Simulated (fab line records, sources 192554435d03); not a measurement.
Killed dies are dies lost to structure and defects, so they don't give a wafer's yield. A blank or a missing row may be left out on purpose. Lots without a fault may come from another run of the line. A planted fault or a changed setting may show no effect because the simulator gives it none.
fab line records | flow n5_finfet
record lots=5 wafers=15 last_day=19
route steps=1938 shown BEOL_M4@1099 BEOL_M5@1112 BEOL_M12@1636 PASSIVATION@1936
lots that met no fault: from a run of the same line without faults
start_h: hours from the record's first day to the start of the lot's first wafer shown | wait_h: hours since the lot's step before | " the same as in the row above | L1.1+2: a row that stands for several wafers | - no value, or no start given | * or withheld: withheld | < > ~ a bound
route shown NAME@n: a module of which the file shows steps, and the number in the route of the first | usual: mean/standard deviation of fault-free wafers | same: alike in all rows | chamber/n: place in a boat | sites: the reading at each site | _std_site: their standard deviation | _edge_site: outer sites' mean less inner sites' | radius_mm: how far each site lies from the wafer's centre | mask NAME#n: copy n | behind: the tool/chamber that last shaped the wafer | hold: why the lot was held/for how many hours/how that ended | device: the transistor (n, p or np) that didn't switch | end of line: the same wafers' tests at the end of the route | a step without rows: its recipe alone | killed: dies lost to structure and defects at the first sort, not the wafer's yield | map: a wafer's dies, x killed, . not, _ none there
set.NAME: the setting as run; set.NAME@STEP: as run at that earlier step | model.NAME: the simulator's own value behind a step, which no gauge read
lots at some steps of the route; a table a step, a row a wafer
services: from which hour (start_h, from the record's first day; less than 0 if before it) a tool's chamber was out of use, for how many hours, and why
## steps
# step N5_BEOL_M4_ANNEAL_95
# recipe temp_c=400 time_s=240 ambient=vacuum
# step N5_BEOL_M4_SPUTTER_96
# recipe material=Cu target_thk_a=45 temp_c=-20 chamber_pressure_pa=0.07 power_w=withheld time_s=8.29
# step N5_BEOL_M4_ECD_50
# recipe material=Cu target_thk_a=3000
# step N5_BEOL_M4_ANNEAL_51
# recipe temp_c=225 time_s=90 ambient=N2
# step N5_BEOL_M4_CMP_52
# recipe stop_on=SiOC t_overpolish_s=6.8 down_force_psi=1 platen_rpm=50 clearing_platen_down_force_psi=1.5 clearing_platen_rpm=50 post_cmp_clean=cu_alkaline target_thk_nm=40 clearing_platen_pad_velocity_m_s=0.99484 pad_velocity_m_s=0.99484
# step N5_BEOL_M4_PRE_CLEAN_60
# recipe gas=NH3/H2 time_s=15 temp_c=* rf_power_w=300
# step N5_BEOL_M4_CO_CAP_55
# recipe material=Co target_thk_a=20 temp_c=200 precursor=CCTBA/H2 pressure_torr=30 time_s=102.1
# step N5_BEOL_M4_PRE_CLEAN_56
# recipe gas=NH3 time_s=15 temp_c=withheld rf_power_w=300
# step N5_BEOL_M4_DEP_57
# recipe material=SiCN target_thk_a=80 temp_c=withheld precursor=3MS/NH3 pressure_torr=3 rf_w=202 time_s=14
# step N5_BEOL_M4_RC_MEAS_101
# usual DIBL_N=36.6/1.3 DIBL_P=36.4/1.4 IOFF_N=0.167/0.023 IOFF_P=0.219/0.029 ION_N=678/8.7 ION_P=464/6.4 SS_N=71.5/0.53 SS_P=73.4/0.57 VT_N=248.5/2.8 VT_P=-249/3.1
# columns lot.wafer tool chamber start_h wait_h DIBL_N[mV/V] DIBL_P[mV/V] IOFF_N[nA/um] IOFF_P[nA/um] ION_N[uA/um] ION_P[uA/um] SS_N[mV/dec] SS_P[mV/dec] VT_N[mV] VT_P[mV]
L640.1 prober-02 0 290.03 0.0 36.1 35.5 0.155 0.207 679 468 71.2 72.8 248.7 -248
L640.5 " 0 " " 35.5 34.5 0.146 0.200 679 470 71.1 72.5 252.4 -252
L640.6 " 0 " " 34.8 33.7 0.133 0.187 669 464 70.7 72.7 250.2 -251
L643.1 prober-02 0 296.68 0.0 37.5 37.2 0.187 0.261 679 465 72.4 73.6 246.6 -245
L643.4 " 0 " " 36.0 35.6 0.158 0.239 674 468 71.2 73.8 250.5 -246
L643.6 " 0 " " 38.3 37.8 0.201 0.270 672 463 71.8 74.3 247.1 -246
L637.1 prober-01 0 300.00 0.0 36.7 38.2 0.209 0.269 681 470 71.9 73.9 245.7 -246
L637.2 " 0 " " 36.2 37.5 0.190 0.247 682 466 71.6 73.7 246.2 -246
L637.6 " 0 " " 37.3 39.1 0.214 0.276 679 467 72.0 74.4 246.3 -247
L646.3 prober-02 0 332.46 0.3 37.4 37.9 0.195 0.265 686 471 72.3 73.7 244.1 -246
L646.4 " 0 " " 36.1 34.9 0.162 0.215 683 465 71.0 73.5 247.0 -247
L646.5 " 0 " " 36.1 36.2 0.167 0.238 683 472 70.9 74.1 245.4 -247
L649.1 prober-01 0 351.14 0.0 36.9 37.9 0.164 0.231 674 467 71.6 74.1 251.0 -249
L649.2 " 0 " " 36.5 37.0 0.149 0.200 676 457 71.7 72.9 249.8 -253
L649.3 " 0 " " 37.9 39.8 0.187 0.257 683 471 72.1 73.3 247.3 -248
# step N5_BEOL_M5_ILD_DEP_00
# recipe material=SiCOH_lowk target_thk_a=1406.4 temp_c=300 precursor=DEMS/porogen pressure_torr=5 rf_w=500 time_s=25.9
# step N5_BEOL_M5_CURE_79
# recipe temp_c=385 time_s=240 ambient=He/Ar material=SiCOH_lowk
# step N5_BEOL_M5_PECVD_70
# recipe material=SiO2 target_thk_a=160 temp_c=400 precursor=TEOS/O2 pressure_torr=5.5 rf_w=450 teos_flow_sccm=53.8 gas=O2 flow_sccm=3000 time_s=18
# step N5_BEOL_M5_HM_DEP_02
# recipe material=TiN target_thk_a=200 temp_c=25 chamber_pressure_pa=0.49996
# step N5_BEOL_M5_COAT_59
# recipe resist=SOC temp_c=250 time_s=60 spin_rpm=1500 resist_thk_nm=60
# step N5_BEOL_M5_COAT_60
# recipe resist=SiARC temp_c=220 time_s=60 spin_rpm=1500 resist_thk_nm=12
# step N5_BEOL_M5_COAT_71
# recipe resist=underlayer temp_c=205 time_s=60 spin_rpm=1500 resist_thk_nm=5
# step N5_BEOL_M5_COAT_05
# recipe resist=CAR-EUV spin_rpm=1500 resist_thk_nm=30
# step N5_BEOL_M5_EBR_07
# recipe solvent=PGMEA ebr_width_mm=1.5
# step N5_BEOL_M5_SOFTBAKE_06
# recipe temp_c=110 time_s=60 resist=CAR-EUV
# step N5_BEOL_M5_EXPOSE_08
# recipe mask_id=M5 na=0.33 source_shape=annular sigma_inner=0.4 sigma_outer=0.8 polarization=unpolarized target_cd_nm=28 dose_mj=35.75
# step N5_BEOL_M5_PEB_09
# recipe peb_temp_c=100 peb_time_s=60 resist=CAR-EUV
# step N5_BEOL_M5_DEVELOP_10
# recipe develop_time_s=30 developer=TMAH resist=CAR-EUV rinse_liquid=surfactant_rinse dry=air_spin dev_temp_c=23
# step N5_BEOL_M5_DESCUM_16
# recipe chemistry=O2 time_s=7 source_power_w=50 bias_power_w=20 pressure_mtorr=20 rf_frequency_hz=2.712e+07 temp_c=40 resist=CAR-EUV o2_flow_sccm=225
# step N5_BEOL_M5_ETCH_72
# recipe chemistry=N2/H2 target=underlayer target_depth_a=65 mask_material=CAR-EUV time_s=5.2 ion_energy_ev=200 pressure_mtorr=30 source_w=840 bias_w=150 n2_flow_sccm=200 h2_flow_sccm=200 ends=cleared
# step N5_BEOL_M5_ETCH_61
# recipe chemistry=CF4 target=SiARC target_depth_a=156 mask_material=CAR-EUV time_s=26 ion_energy_ev=80 pressure_mtorr=40 source_w=545 bias_w=36 Ar_flow_sccm=100 cf4_flow_sccm=100 ends=cleared
# step N5_BEOL_M5_ETCH_62
# recipe chemistry=N2/H2 target=SOC target_depth_a=750 overetch_a=150 mask_material=SiARC temp_c=40 time_s=112.5 ion_energy_ev=200 pressure_mtorr=30 source_w=840 bias_w=150 n2_flow_sccm=200 h2_flow_sccm=200
# step N5_BEOL_M5_STRIP_63
# recipe chemistry=N2/H2 temp_c=40 n2_flow_sccm=200 h2_flow_sccm=200 rf_frequency_hz=6e+07
# step N5_BEOL_M5_STRIP_73
# recipe chemistry=N2/H2 temp_c=40 n2_flow_sccm=200 h2_flow_sccm=200 rf_frequency_hz=6e+07
# step N5_BEOL_M5_STRIP_64
# recipe chemistry=CF4 resist=SiARC power_w=300 bias_power_w=75 pressure_mtorr=50 cf4_flow_sccm=150 rf_frequency_hz=6e+07
# step N5_BEOL_M5_HM_OPEN_17
# recipe chemistry=Cl2/BCl3 target_depth_a=200 overetch_a=60 target=TiN mask_material=SOC ion_energy_ev=150 pressure_mtorr=10 icp_w=1000 bias_w=126 Cl2_flow_sccm=53.25 bcl3_flow_sccm=21.75 Ar_flow_sccm=25
# step N5_BEOL_M5_STRIP_19
# recipe chemistry=O2 power_w=400 temp_c=40 pressure_mtorr=30 rf_frequency_hz=6e+07 bias_power_w=0 overash_fraction=0.2 o2_flow_sccm=225
# step N5_BEOL_M5_COAT_65
# recipe resist=SOC temp_c=250 time_s=60 spin_rpm=1500 resist_thk_nm=60
# step N5_BEOL_M5_COAT_66
# recipe resist=SiARC temp_c=220 time_s=60 spin_rpm=1500 resist_thk_nm=12
# step N5_BEOL_M12_ETCH_67
# recipe chemistry=CF4 target=SiARC target_depth_a=1430 time_s=238.3 ion_energy_ev=80 pressure_mtorr=40 source_w=545 bias_w=36 Ar_flow_sccm=100 cf4_flow_sccm=100 ends=cleared
# usual bias_w=36.00/0.097 cf4_flow_sccm=99.99/0.26 drypump_motor_current_A=5.8/0.51 etch_rf_on_time_s=239.0/2.9 oes_product_au=0.67/0.065 rf_fwd_power_W=543.5/1.7 rf_vpp_V=184.0/1 showerhead_plenum_p_Torr=2.14/0.051 throttle_valve_pct=15.66/0.24
# columns lot.wafer tool chamber start_h wait_h bias_w cf4_flow_sccm drypump_motor_current_A etch_rf_on_time_s oes_product_au rf_fwd_power_W rf_hours_counter_h rf_vpp_V showerhead_plenum_p_Torr throttle_valve_pct model.coat_of_BEOL_M12_COAT_22.thk_nm
L640.1 rie_diel-01 1 353.92 0.0 - - - - - - - - - - 282.6
L640.5 " 1 " " - - - - - - - - - - 281.4
L640.6 " 2 " " - - - - - - - - - - 281.6
L643.1 rie_diel-01 0 360.20 0.0 - - - - - - - - - - 282.2
L643.4 " 1 " " - - - - - - - - - - 283
L643.6 " 3 " " - - - - - - - - - - 283.2
L637.1 rie_diel-01 0 366.02 0.0 - - - - - - - - - - 283.8
L637.2 " 2 " " - - - - - - - - - - 284
L637.6 " 3 " " - - - - - - - - - - 283.8
L646.3 rie_diel-01 3 399.95 0.0 35.73 100.25 5.2 236.4 0.60 543.1 208 185.4 2.12 16.01 212.8
L646.4 " 0 " " 35.84 100.15 6.5 240.3 0.67 543.6 132 183.3 2.07 15.64 212.2
L646.5 " 0 " " 36.08 99.81 6.5 240.4 0.66 544.5 - 182.2 2.07 15.64 211.8
L649.1 rie_diel-04 1 417.29 0.0 35.96 99.97 6.2 240.4 0.71 542.2 67 183.9 2.08 15.45 212.2
L649.2 " 3 " " 35.98 99.67 5.5 240.8 0.68 541.4 100 183.7 2.17 15.63 212.2
L649.3 " 0 " " 35.98 99.78 6.2 244.4 0.69 544.0 71 184.0 2.17 15.46 211.8
# step N5_BEOL_M12_OCD_MEAS_35
# usual trench_depth_nm=318/4.1
# columns lot.wafer tool chamber start_h wait_h trench_depth_nm
L640.1 ocd-01 - 354.41 0.0 -
L640.5 " - " " -
L640.6 " - " " -
L643.1 ocd-01 - 360.69 0.0 -
L643.4 " - " " -
L643.6 " - " " -
L637.1 ocd-02 - 366.51 0.0 -
L637.2 " - " " -
L637.6 " - " " -
L646.3 ocd-02 - 400.43 0.0 309
L646.4 " - " " 317
L646.5 " - " " 314
L649.1 ocd-01 - 417.78 0.0 318
L649.2 " - " " 318
L649.3 " - " " 317
# step N5_PASSIVATION_PROBE_49
# usual defect_limited_yield=91.6/1.6 killed_at_M0_to_M3=32/9.7 killed_at_M4_up=13/4.4 killed_at_contacts=12/6.5 killed_at_front_end=38/12 killed_at_other=3.7/3 killed_dies=99/18 killed_on_rim=13/3.9 killed_open=66/14 killed_short=32/7.5 sort_bin_5_function=4.9/1 sort_bin_6_memory=3.2/0.73 sort_n_pass=1081/18 sort_yield_pct=91.6/1.6
# same gross_dies=1180 killed_at_back_side=0 sort_bin_4_leakage[%]=0 sort_bin_8_speed[%]=0
# columns lot.wafer tool chamber start_h wait_h defect_limited_yield[%] killed_at_M0_to_M3 killed_at_M4_up killed_at_contacts killed_at_front_end killed_at_other killed_dies killed_on_rim killed_open killed_short sort_bin_5_function[%] sort_bin_6_memory[%] sort_n_pass sort_yield_pct[%]
L640.1 prober-01 - 389.91 0.0 0 48 1088 7 36 1 1180 152 75 33 96.1 3.7 0 0
L640.5 prober-01 - 390.11 0.2 0 28 1107 12 30 3 1180 152 65 26 96.9 2.8 0 0
L640.6 prober-01 - 390.16 0.3 0 32 1085 10 49 4 1180 152 77 35 96.9 3.1 0 0
L643.1 prober-01 - 403.19 0.0 0 37 1062 26 54 1 1180 152 78 42 94.9 4.7 0 0
L643.4 prober-01 - 403.34 0.2 0 38 1089 12 37 4 1180 152 72 30 96.4 3.5 0 0
L643.6 prober-01 - 403.44 0.3 0 42 1075 16 44 3 1180 152 70 41 96.3 3.3 0 0
L637.1 prober-02 - 408.31 0.0 0 24 1109 18 28 1 1180 152 55 25 97.5 2.5 0 0
L637.2 prober-02 - 408.36 0.1 0 25 1087 24 40 4 1180 152 66 36 95.7 3.9 0 0
L637.6 prober-02 - 408.56 0.3 0 20 1121 11 25 3 1180 152 46 23 97.1 2.8 0 0
L646.3 prober-01 - 434.41 0.1 90.7 31 15 18 43 3 110 12 74 36 5.2 3.8 1070 90.7
L646.4 prober-01 - 434.46 0.2 89.9 33 12 17 49 8 119 13 81 38 6.0 4.0 1061 89.9
L646.5 prober-01 - 434.51 0.2 87.9 37 16 13 71 6 143 29 94 48 6.9 5.0 1037 87.9
# killed by level:class
L640.1 BEOL_M12:area_etch=1072 BEOL_M1:geometric_particle:open=12 FIN_SAQP:geometric_particle:short=10 FIN_SAQP:geometric_particle:open=9 BEOL_M2:geometric_particle:open=9 BEOL_M3:geometric_particle:open=9 BEOL_M4:geometric_particle:open=8 MOL_CONTACT_COAG:geometric_particle:open=6
L640.5 BEOL_M12:area_etch=1089 BEOL_M3:geometric_particle:open=11 MOL_CONTACT_COAG:geometric_particle:open=10 STI_FIN_REVEAL:geometric_particle:open=9 BEOL_M4:geometric_particle:open=9 FIN_SAQP:geometric_particle:open=8 BEOL_M2:geometric_particle:open=8 FIN_SAQP:geometric_particle:short=4
L640.6 BEOL_M12:area_etch=1068 FIN_SAQP:geometric_particle:open=15 FIN_SAQP:geometric_particle:short=8 MOL_CONTACT_COAG:geometric_particle:open=8 BEOL_M1:geometric_particle:open=8 STI_FIN_REVEAL:geometric_particle:open=7 BEOL_M2:geometric_particle:open=7 BEOL_M0_SAQP:geometric_particle:short=6
L643.1 BEOL_M12:area_etch=1056 MOL_CONTACT_COAG:geometric_particle:open=23 FIN_SAQP:geometric_particle:open=20 BEOL_M1:geometric_particle:open=11 FIN_SAQP:geometric_particle:short=10 BEOL_M0_SAQP:geometric_particle:short=7 GATE_CUT:geometric_particle:short=6 ILD0:geometric_particle:short=5
L643.4 BEOL_M12:area_etch=1078 STI_FIN_REVEAL:geometric_particle:open=12 MOL_CONTACT_COAG:geometric_particle:open=9 BEOL_M2:geometric_particle:open=9 FIN_SAQP:geometric_particle:open=7 BEOL_M1:geometric_particle:open=7 BEOL_M0_SAQP:geometric_particle:short=6 BEOL_M0_SAQP:geometric_particle:open=6
L643.6 BEOL_M12:area_etch=1066 FIN_SAQP:geometric_particle:open=13 MOL_CONTACT_COAG:geometric_particle:open=12 BEOL_M3:geometric_particle:open=11 BEOL_M0_SAQP:geometric_particle:short=10 FIN_SAQP:geometric_particle:short=9 BEOL_M0_SAQP:geometric_particle:open=9 GATE_CUT:geometric_particle:short=4
L637.1 BEOL_M12:area_etch=1098 MOL_CONTACT_COAG:geometric_particle:open=11 STI_FIN_REVEAL:geometric_particle:open=6 BEOL_M1:geometric_particle:open=6 BEOL_M3:geometric_particle:open=6 MOL_CONTACT_COAG:geometric_particle:short=5 FIN_SAQP:geometric_particle:open=4 DUMMY_GATE:geometric_particle:open=3
L637.2 BEOL_M12:area_etch=1077 MOL_CONTACT_COAG:geometric_particle:open=19 STI_FIN_REVEAL:geometric_particle:open=7 BEOL_M0_SAQP:geometric_particle:short=7 BEOL_M0_SAQP:geometric_particle:open=7 GATE_CUT:geometric_particle:open=6 BEOL_M3:geometric_particle:open=5 MOL_CONTACT_COAG:geometric_particle:short=5
L637.6 BEOL_M12:area_etch=1111 MOL_CONTACT_COAG:geometric_particle:open=8 BEOL_M3:geometric_particle:open=8 BEOL_M1:geometric_particle:open=6 DUMMY_GATE:geometric_particle:open=5 DUMMY_GATE:geometric_particle:short=4 BEOL_M7:geometric_particle:open=4 MOL_CONTACT_COAG:geometric_particle:short=3
L646.3 STI_FIN_REVEAL:geometric_particle:open=12 MOL_CONTACT_COAG:geometric_particle:open=12 BEOL_M0_SAQP:geometric_particle:short=9 BEOL_M4:geometric_particle:open=8 FIN_SAQP:geometric_particle:short=6 MOL_CONTACT_COAG:geometric_particle:short=6 BEOL_M2:geometric_particle:open=6 FIN_SAQP:geometric_particle:open=5
L646.4 STI_FIN_REVEAL:geometric_particle:open=16 MOL_CONTACT_COAG:geometric_particle:open=12 BEOL_M1:geometric_particle:open=12 FIN_SAQP:geometric_particle:open=11 BEOL_M0_SAQP:geometric_particle:short=6 DUMMY_GATE:geometric_particle:open=5 MOL_CONTACT_COAG:geometric_particle:short=5 BEOL_M1:geometric_particle:short=5
L646.5 STI_FIN_REVEAL:geometric_particle:open=19 FIN_SAQP:geometric_particle:open=17 FIN_SAQP:geometric_particle:short=12 MOL_CONTACT_COAG:geometric_particle:open=11 BEOL_M0_SAQP:geometric_particle:short=10 BEOL_M1:geometric_particle:open=10 BEOL_M4:geometric_particle:open=7 STI_FIN_REVEAL:geometric_particle:short=6
# map L637.1 (x killed, . not)
_________________xxxxxxxxxxxx________________
______________xxxxxxxxxxxxxxxxxx_____________
___________xxxxxxxxxxxxxxxxxxxxxxxx__________
__________xxxxxxxxxxxxxxxxxxxxxxxxxx_________
________xxxxxxxxxxxxxxxxxxxxxxxxxxxxxx_______
_______xxxxxxxxxxxxxxxxxxxxxxxxxxxxxxxx______
______xxxxxxxxxxxxxxxxxxxxxxxxxxxxxxxxxx_____
_____xxxxxxxxxxxxxxxxxxxxxxxxxxxxxxxxxxxx____
____xxxxxxxxxxxxxxxxxxxxxxxxxxxxxxxxxxxxxx___
___xxxxxxxxxxxxxxxxxxxxxxxxxxxxxxxxxxxxxxxx__
___xxxxxxxxxxxxxxxxxxxxxxxxxxxxxxxxxxxxxxxx__
__xxxxxxxxxxxxxxxxxxxxxxxxxxxxxxxxxxxxxxxxxx_
__xxxxxxxxxxxxxxxxxxxxxxxxxxxxxxxxxxxxxxxxxx_
_xxxxxxxxxxxxxxxxxxxxxxxxxxxxxxxxxxxxxxxxxxxx
_xxxxxxxxxxxxxxxxxxxxxxxxxxxxxxxxxxxxxxxxxxxx
_xxxxxxxxxxxxxxxxxxxxxxxxxxxxxxxxxxxxxxxxxxxx
_xxxxxxxxxxxxxxxxxxxxxxxxxxxxxxxxxxxxxxxxxxxx
_xxxxxxxxxxxxxxxxxxxxxxxxxxxxxxxxxxxxxxxxxxxx
_xxxxxxxxxxxxxxxxxxxxxxxxxxxxxxxxxxxxxxxxxxxx
_xxxxxxxxxxxxxxxxxxxxxxxxxxxxxxxxxxxxxxxxxxxx
_xxxxxxxxxxxxxxxxxxxxxxxxxxxxxxxxxxxxxxxxxxxx
__xxxxxxxxxxxxxxxxxxxxxxxxxxxxxxxxxxxxxxxxxx_
__xxxxxxxxxxxxxxxxxxxxxxxxxxxxxxxxxxxxxxxxxx_
___xxxxxxxxxxxxxxxxxxxxxxxxxxxxxxxxxxxxxxxx__
___xxxxxxxxxxxxxxxxxxxxxxxxxxxxxxxxxxxxxxxx__
____xxxxxxxxxxxxxxxxxxxxxxxxxxxxxxxxxxxxxx___
_____xxxxxxxxxxxxxxxxxxxxxxxxxxxxxxxxxxxx____
______xxxxxxxxxxxxxxxxxxxxxxxxxxxxxxxxxx_____
_______xxxxxxxxxxxxxxxxxxxxxxxxxxxxxxxx______
________xxxxxxxxxxxxxxxxxxxxxxxxxxxxxx_______
__________xxxxxxxxxxxxxxxxxxxxxxxxxx_________
___________xxxxxxxxxxxxxxxxxxxxxxxx__________
______________xxxxxxxxxxxxxxxxxx_____________
_________________xxxxxxxxxxxx________________
# map L640.1 (x killed, . not)
_________________xxxxxxxxxxxx________________
______________xxxxxxxxxxxxxxxxxx_____________
___________xxxxxxxxxxxxxxxxxxxxxxxx__________
__________xxxxxxxxxxxxxxxxxxxxxxxxxx_________
________xxxxxxxxxxxxxxxxxxxxxxxxxxxxxx_______
_______xxxxxxxxxxxxxxxxxxxxxxxxxxxxxxxx______
______xxxxxxxxxxxxxxxxxxxxxxxxxxxxxxxxxx_____
_____xxxxxxxxxxxxxxxxxxxxxxxxxxxxxxxxxxxx____
____xxxxxxxxxxxxxxxxxxxxxxxxxxxxxxxxxxxxxx___
___xxxxxxxxxxxxxxxxxxxxxxxxxxxxxxxxxxxxxxxx__
___xxxxxxxxxxxxxxxxxxxxxxxxxxxxxxxxxxxxxxxx__
__xxxxxxxxxxxxxxxxxxxxxxxxxxxxxxxxxxxxxxxxxx_
__xxxxxxxxxxxxxxxxxxxxxxxxxxxxxxxxxxxxxxxxxx_
_xxxxxxxxxxxxxxxxxxxxxxxxxxxxxxxxxxxxxxxxxxxx
_xxxxxxxxxxxxxxxxxxxxxxxxxxxxxxxxxxxxxxxxxxxx
_xxxxxxxxxxxxxxxxxxxxxxxxxxxxxxxxxxxxxxxxxxxx
_xxxxxxxxxxxxxxxxxxxxxxxxxxxxxxxxxxxxxxxxxxxx
_xxxxxxxxxxxxxxxxxxxxxxxxxxxxxxxxxxxxxxxxxxxx
_xxxxxxxxxxxxxxxxxxxxxxxxxxxxxxxxxxxxxxxxxxxx
_xxxxxxxxxxxxxxxxxxxxxxxxxxxxxxxxxxxxxxxxxxxx
_xxxxxxxxxxxxxxxxxxxxxxxxxxxxxxxxxxxxxxxxxxxx
__xxxxxxxxxxxxxxxxxxxxxxxxxxxxxxxxxxxxxxxxxx_
__xxxxxxxxxxxxxxxxxxxxxxxxxxxxxxxxxxxxxxxxxx_
___xxxxxxxxxxxxxxxxxxxxxxxxxxxxxxxxxxxxxxxx__
___xxxxxxxxxxxxxxxxxxxxxxxxxxxxxxxxxxxxxxxx__
____xxxxxxxxxxxxxxxxxxxxxxxxxxxxxxxxxxxxxx___
_____xxxxxxxxxxxxxxxxxxxxxxxxxxxxxxxxxxxx____
______xxxxxxxxxxxxxxxxxxxxxxxxxxxxxxxxxx_____
_______xxxxxxxxxxxxxxxxxxxxxxxxxxxxxxxx______
________xxxxxxxxxxxxxxxxxxxxxxxxxxxxxx_______
__________xxxxxxxxxxxxxxxxxxxxxxxxxx_________
___________xxxxxxxxxxxxxxxxxxxxxxxx__________
______________xxxxxxxxxxxxxxxxxx_____________
_________________xxxxxxxxxxxx________________
## services
# columns tool chamber start_h hours kind
rie_diel-04 2 401.84 - clean
rie_diel-04 2 401.84 - consumable_replace:focus_ring
rie_diel-04 2 401.84 26.5 scheduled_down
rie_diel-04 2 401.84 26.5 vent_cycle
rie_diel-01 1 406.85 - clean
rie_diel-01 1 406.85 - consumable_replace:focus_ring
rie_diel-01 1 406.85 20.1 scheduled_down
rie_diel-01 1 406.85 20.1 vent_cycle
## key
first_sign step=N5_BEOL_M12_ETCH_67 reading=tool_record direction=missing
effect step=N5_BEOL_M12_OCD_MEAS_35 reading=trench_depth_nm direction=missing
effect step=N5_PASSIVATION_PROBE_49 reading=killed_at_M4_up direction=up sigmas=99+ usual=13 struck=1091
model_effect step=N5_BEOL_M12_ETCH_67 value=coat_of_BEOL_M12_COAT_22.thk_nm without=211.3 struck=282.8
more_kills_born_at N5_BEOL_M12_ETCH_67@rie_diel-01=9715
met_at N5_BEOL_M12_ETCH_67
struck_wafers L637.1,L637.2,L637.6,L640.1,L640.5,L640.6,L643.1,L643.4,L643.6
later_rows_left_out L637.1,L637.2,L637.6,L640.1,L640.5,L640.6,L643.1,L643.4,L643.6
fault kind=skipped_step_whole tool=rie_diel-01 chamber=- onset_h=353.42 steps=N5_BEOL_M12_ETCH_67 scope=struck_lots_only
# later_rows_left_out: the simulator's readings of these wafers behind a module that went badly wrong aren't trusted and aren't shown, but for the sort
